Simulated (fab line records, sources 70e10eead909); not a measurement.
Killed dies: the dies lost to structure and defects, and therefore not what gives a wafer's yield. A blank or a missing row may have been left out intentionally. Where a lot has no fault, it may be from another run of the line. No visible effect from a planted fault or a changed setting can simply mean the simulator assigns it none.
Chamber matching / flow nand harc / NHARC_A_STAIRCASE_DEP_156 on pecvd-01: 3 sister chambers
The step deposits SiNx, target thk 50 nm. 6 wafers are shown with their chamber, then 7 later ones without.

## WAFERS PAIRED WITH THEIR CHAMBERS
wafer=L080.6; chamber=0; heater power w (W)=728; susceptor temp C (C)=399.67
wafer=L082.1; chamber=1; heater power w (W)=586; susceptor temp C (C)=399.55
wafer=L082.4; chamber=2; heater power w (W)=805; susceptor temp C (C)=399.74
wafer=L082.5; chamber=1; heater power w (W)=594; susceptor temp C (C)=399.77
wafer=L085.1; chamber=0; heater power w (W)=610; susceptor temp C (C)=399.88
wafer=L085.2; chamber=2; heater power w (W)=900; susceptor temp C (C)=400.07

## WAFERS WITHOUT THEIR CHAMBER
wafer=L085.5; heater power w (W)=652; susceptor temp C (C)=400.31
wafer=L093.2; heater power w (W)=766; susceptor temp C (C)=400.23
wafer=L093.5; heater power w (W)=659; susceptor temp C (C)=400.18
wafer=L093.6; heater power w (W)=594; susceptor temp C (C)=400.10
wafer=L096.3; heater power w (W)=660; susceptor temp C (C)=400.15
wafer=L096.4; heater power w (W)=597; susceptor temp C (C)=400.25
wafer=L096.6; heater power w (W)=663; susceptor temp C (C)=399.92

## CHAMBER TAKEN BY EACH
wafer=L085.5; from the rows above=can't be placed: 0 or 1 or 2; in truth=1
wafer=L093.2; from the rows above=can't be placed: 2 or 0 or 1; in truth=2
wafer=L093.5; from the rows above=can't be placed: 0 or 1 or 2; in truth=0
wafer=L093.6; from the rows above=can't be placed: 0 or 1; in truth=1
wafer=L096.3; from the rows above=can't be placed: 0 or 1 or 2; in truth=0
wafer=L096.4; from the rows above=can't be placed: 0 or 1 or 2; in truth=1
wafer=L096.6; from the rows above=can't be placed: 0 or 1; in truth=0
Correct placement for 0 of the 7. Not placeable from these rows: 7 (in 7, the candidates include the true chamber). Wrongly placed: 0.
How it was worked out, from the rows above alone: a wafer's distance from a chamber is the root of the sum, over the readings, of the square of ((its reading less the chamber's mean) divided by the reading's scatter). The wafer belongs to the nearest chamber; if the next one is less than 2 further off, it can't be placed. The mean given for a chamber averages the wafers shown for that chamber. The scatter: take each reading less its chamber's mean, square it, sum over the shown wafers, divide by the number of wafers less the number of chambers, and take the root.
